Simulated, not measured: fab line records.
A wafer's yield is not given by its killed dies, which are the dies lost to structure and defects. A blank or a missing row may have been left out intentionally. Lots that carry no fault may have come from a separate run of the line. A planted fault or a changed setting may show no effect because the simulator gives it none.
Which tool was responsible? | flow n5-finfet | 27 wafers from 9 lots sampled at 2 of the route's 1938 steps

## WHAT THE GAUGES SHOWED, per wafer
N5_SD_ACTIVATION_RS_MEAS_03: measures by four-point-probe.
lot  | measured    | on            | RS_SD_N (ohm/sq)
L262 | day 4 10:34 | film-metro-01 | 22.3 21.7 21.7
L268 | day 6 01:11 | film-metro-02 | 29.8 30.9 30.1
L269 | day 6 11:04 | film-metro-02 | 29.4 29.9 29.7
L270 | day 6 18:02 | film-metro-02 | 29.7 29.7 29.8
L272 | day 7 01:10 | film-metro-01 | 22.5 22.1 22.0
L275 | day 8 00:33 | film-metro-02 | 22.5 22.3 22.1
L276 | day 8 02:05 | film-metro-02 | 21.7 21.9 22.1
L278 | day 8 15:59 | film-metro-01 | 22.4 21.9 21.8
L281 | day 9 10:19 | film-metro-01 | 22.1 21.7 22.2

## EACH LOT AND THE TOOL THAT RAN IT (in order: tool; ch and the chambers of the sampled wafers; start)
lot  | N5_SD_ACTIVATION_LSA_01
L262 | laser-anneal-01 ch 0, day 4 10:22
L268 | laser-anneal-01, day 6 00:59
L269 | laser-anneal-02, day 6 10:53
L270 | laser-anneal-01, day 6 17:50
L272 | laser-anneal-02 ch 0, day 7 00:59
L275 | laser-anneal-01 ch 0, day 8 00:21
L276 | laser-anneal-02 ch 0, day 8 01:53
L278 | laser-anneal-02 ch 0, day 8 15:47
L281 | laser-anneal-01 ch 0, day 9 10:07
- N5_SD_ACTIVATION_LSA_01: time 0.0008 s.

## THE ANSWER, worked out from the rows above alone
Rule: usual is defined by the lots themselves. The widest of any qualifying gaps counts: lots, ordered by their means at a reading, are off when they make up no more than a third of the lots, leave a main group of 4 or more, and stand apart from it by 3 or more times the standard deviation of that group's means. A main group is skipped when, at the precision printed for the reading in the tables above, its means are all equal. Also off: a lot with no number at a reading for which 4 or more lots have one. The other lots that the step has rows for count as sound.
Off: at N5_SD_ACTIVATION_RS_MEAS_03 (RS_SD_N), L268, L269, L270. Mean 22.1 ohm/sq and standard deviation 0.15 in the main group.
A tool fits if, at a process step before that reading, it ran every lot that is off, and no sound lot after the first of them. The gauges at N5_SD_ACTIVATION_RS_MEAS_03 are tried like those tools. Of those tried, none fits.

## WHAT HAD BEEN PUT IN BY THE SIMULATOR
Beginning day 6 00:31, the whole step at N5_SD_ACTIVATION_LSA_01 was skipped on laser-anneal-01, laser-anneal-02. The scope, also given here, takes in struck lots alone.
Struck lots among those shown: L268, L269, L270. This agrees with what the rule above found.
